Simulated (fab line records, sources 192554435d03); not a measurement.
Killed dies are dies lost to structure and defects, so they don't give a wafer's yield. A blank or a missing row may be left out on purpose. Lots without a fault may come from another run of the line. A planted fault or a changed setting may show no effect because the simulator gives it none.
Split-lot experiment | flow n5_finfet | 7 lots, 21 wafers read, on a route of 1938 steps

THE SPLIT
At N5_BEOL_M13_SPUTTER_44 (material Ta, target thk 10 nm, time 16.13 s), the setting time_s was moved away from the recipe's 16.13 s on 8 of the 21 wafers read, by -13.7% to +11.7%. The other wafers ran this setting at the recipe's value.

The reading is taken at the split's own step.

THE READING
Ta_of_BEOL_M13_SPUTTER_44.thk_nm (the simulator's own value, which no gauge read), in nm, at N5_BEOL_M13_SPUTTER_44 (material Ta, target thk 10 nm, time 16.13 s). The file gives no usual value for it. The 13 wafers here that ran the recipe average 10.0 nm, standard deviation 0.22 nm.

wafer  | tool, chamber at the split | time_s as run, s | against the recipe | Ta_of_BEOL_M13_SPUTTER_44.thk_nm, nm | against lot-mates on the recipe
L079.2 | pvd_sputter-01, -          | 14.27            | -11.5%             | 8.8                                  | -1.0
L079.4 | pvd_sputter-01, -          | 16.13            | recipe             | 9.8                                  | -
L079.5 | pvd_sputter-01, -          | 14.27            | -11.5%             | 8.6                                  | -1.2
L082.1 | pvd_sputter-02, -          | 16.13            | recipe             | 10.4                                 | -
L082.2 | pvd_sputter-02, -          | 16.13            | recipe             | 10                                   | -
L082.6 | pvd_sputter-02, -          | 16.13            | recipe             | 10.2                                 | -
L084.2 | pvd_sputter-01, -          | 16.13            | recipe             | 9.6                                  | -
L084.6 | pvd_sputter-01, -          | 16.13            | recipe             | 9.6                                  | -
L084.4 | pvd_sputter-01, -          | 18.02            | +11.7%             | 10.8                                 | +1.2
L086.3 | pvd_sputter-02, -          | 14.54            | -9.9%              | 8.8                                  | -1.1
L086.5 | pvd_sputter-02, -          | 16.13            | recipe             | 10                                   | -
L086.6 | pvd_sputter-02, -          | 16.13            | recipe             | 9.8                                  | -
L087.1 | pvd_sputter-02, -          | 16.13            | recipe             | 10.2                                 | -
L087.2 | pvd_sputter-02, -          | 14.57            | -9.7%              | 9.2                                  | -1.0
L087.5 | pvd_sputter-02, -          | 14.57            | -9.7%              | 9.2                                  | -1.0
L088.1 | pvd_sputter-01, -          | 16.13            | recipe             | 9.8                                  | -
L088.3 | pvd_sputter-01, -          | 13.92            | -13.7%             | 8.4                                  | -1.5
L088.5 | pvd_sputter-01, -          | 16.13            | recipe             | 10                                   | -
L091.2 | pvd_sputter-03, -          | 16.13            | recipe             | 10                                   | -
L091.6 | pvd_sputter-03, -          | 16.13            | recipe             | 10                                   | -
L091.5 | pvd_sputter-03, -          | 14.44            | -10.5%             | 8.8                                  | -1.2

THE FIT
A straight line over all 21 wafers: Ta_of_BEOL_M13_SPUTTER_44.thk_nm changes by +0.0974 nm for each +1% of time_s; r = +0.94; the points scatter about the line by 0.22 nm.
The same after taking each lot's own level away (the mean of its wafers on the recipe; 21 wafers): +0.104 nm for each +1%; r = +0.99; scatter 0.098 nm.
On that fit, the largest move of time_s shifts the reading by 1.4 nm.
The lots' own levels span 9.60 to 10.20 nm, that is 2.7 times the standard deviation above.
So the lot-to-lot level changes the slope little: the two slopes agree.
Check: with one of the wafers moved furthest among these (-13.7%) left out of the fit, the line predicts -1.41 nm for it against its lot-mates. It came out at -1.5 nm against them.

OTHER SPLITS ON THESE WAFERS
These wafers also went through other splits before the reading. Each is held against what the fit with the lots' levels taken away leaves over:
other split on the same wafers    | wafers away from the commonest value | r with Ta_of_BEOL_M13_SPUTTER_44.thk_nm (lot level and that fit taken away)
N5_BEOL_M11_COAT_59 spin_rpm      | 3                                    | +0.00
N5_BEOL_M12_ILD_DEP_00 time_s     | 9                                    | -0.10
N5_BEOL_M12_TRENCH_ETCH_34 time_s | 10                                   | +0.02
N5_BEOL_M12_SPUTTER_45 time_s     | 9                                    | -0.08
N5_BEOL_M13_ETCH_68 time_s        | 5                                    | +0.02

THE FILE'S OWN FIT
Ta_of_BEOL_M13_SPUTTER_44.thk_nm changes by +0.106 nm for each +1% of time_s, r = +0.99.
